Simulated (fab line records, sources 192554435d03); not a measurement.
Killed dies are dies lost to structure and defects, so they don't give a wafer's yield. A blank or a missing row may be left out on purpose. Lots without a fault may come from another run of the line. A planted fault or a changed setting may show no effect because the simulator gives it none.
A struck lot beside a sound one | flow n5_finfet | 17 steps out of a route of 1938
Sound: wafers L182.2, L182.4, L182.5. Struck: wafers L194.1, L194.5, L194.6. The cause comes at the end.
At each step with rows: each side's tool, then ch and its chambers, then its first start. Under that, the readings that differ: sound wafers | struck wafers | difference of the means | sigmas: that difference in standard deviations of wafers without a fault.
alike: readings whose means differ by less than 2 such deviations, and words and numbers that are the same on both sides. not compared: withheld readings, readings that some wafer has no value for, bounds like >300 that may hide the same value, and numbers for which the record gives no deviation and whose values overlap.
The two part at a step that has a row with sigmas, a row that says differs or no value, or rows on one side only. Numbers that don't overlap but have no deviation are shown without sigmas and don't part them. A reading that every wafer of one side lacks parts them only if that side has two wafers or more.

first, 6 steps without rows for these wafers: N5_BEOL_M8_COAT_22 (resist thk 30 nm); N5_BEOL_M8_EBR_24; N5_BEOL_M8_SOFTBAKE_23 (time 60 s); N5_BEOL_M8_EXPOSE_25 (exposes mask V7, target cd 40 nm); N5_BEOL_M8_PEB_26 (peb time 60 s); N5_BEOL_M8_DEVELOP_27 (develop time 30 s).
N5_BEOL_M8_CD_MEAS_28: target cd 40 nm.
  sound on cd_sem-02 ch 0, day 10 23:13; struck on cd_sem-01 ch 0, day 14 09:37
  alike: cd_nm
N5_BEOL_M8_OVL_MEAS_29:
  sound on overlay-02 ch 0, day 10 23:15; struck on overlay-02 ch 0, day 14 09:38
  alike: V7_OVL
N5_BEOL_M8_INSPECT_30: inspects for defects (brightfield).
  sound on defect_inspect-02, day 10 23:18; struck on defect_inspect-02, day 14 09:42
  alike: raw_defect_count
N5_BEOL_M8_DESCUM_33: chemistry O2, time 7 s.
  sound on rie_diel-03 ch 1,2,3, day 10 23:23; struck on rie_diel-06 ch 0,1,2, day 14 09:44
  alike: drypump_motor_current_A, oes_product_au, rf_vpp_V, showerhead_plenum_p_Torr, throttle_valve_pct
  not compared: rf_hours_counter_h
N5_BEOL_M8_ETCH_72: etches underlayer in N2/H2, target depth 6.5 nm, time 5.2 s.
  sound on rie_diel-03 ch 1,2,3, day 10 23:25; struck on rie_diel-06 ch 0,1,2, day 14 09:46
  alike: drypump_motor_current_A, etch_rf_on_time_s, oes_product_au, rf_fwd_power_W, rf_vpp_V, showerhead_plenum_p_Torr, throttle_valve_pct
  not compared: rf_hours_counter_h
N5_BEOL_M8_ETCH_65: etches SiARC in CF4, target depth 15.6 nm, time 26 s.
  sound on rie_diel-03 ch 1,2,3, day 10 23:26; struck on rie_diel-06 ch 0,1,2, day 14 09:47
  alike: drypump_motor_current_A, etch_rf_on_time_s, oes_product_au, rf_fwd_power_W, rf_vpp_V, showerhead_plenum_p_Torr, throttle_valve_pct
  not compared: rf_hours_counter_h
N5_BEOL_M8_ETCH_66: etches SOC in N2/H2, target depth 80 nm, overetch 16 nm, time 120 s.
  sound on rie_diel-03 ch 1,2,3, day 10 23:28; struck on rie_diel-06 ch 0,1,2, day 14 09:49
  reading                                    | sound             | struck            | difference | sigmas
  rf_fwd_power_W (W)                         | 836 834 835       | 1036 1038 1037    | +202       | +65
  rf_vpp_V (V)                               | 521.6 525.5 520.9 | 489.8 484.3 487.4 | -35.5      | -13
  model.SiARC_of_BEOL_M8_COAT_64.thk_nm (nm) | 6.6 6.6 6.4       | 5.8 5.4 5.6       | -0.9       |
  alike: drypump_motor_current_A, oes_product_au, showerhead_plenum_p_Torr, throttle_valve_pct
  not compared: rf_hours_counter_h, model.BEOL_M8.cd_nm
then, 2 steps without rows for these wafers: N5_BEOL_M8_STRIP_69 (strips in N2/H2); N5_BEOL_M8_STRIP_73 (strips in N2/H2).
N5_BEOL_M8_VIA_ETCH_34: etches SiCOH lowk in C4F6/O2, target depth 125.5 nm, time 50.5 s.
  sound on rie_diel-03 ch 1,2,3, day 10 23:34; struck on rie_diel-06 ch 0,1,2, day 14 09:55
  alike: drypump_motor_current_A, oes_product_au, rf_fwd_power_W, rf_vpp_V, showerhead_plenum_p_Torr, throttle_valve_pct
  not compared: rf_hours_counter_h, model.BEOL_M8.cd_nm
then, 1 step without rows for these wafers: N5_BEOL_M8_STRIP_76 (strips in C4F6/O2).

WHERE THEY PART
Only at N5_BEOL_M8_ETCH_66, within this record. Later steps at which nothing parts them and some readings are alike: N5_BEOL_M8_VIA_ETCH_34.

WHY: what the simulator had put in
Process parameter drift: rie_diel-06, from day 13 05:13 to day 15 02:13, at N5_BEOL_M8_ETCH_66. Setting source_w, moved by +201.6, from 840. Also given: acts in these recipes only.
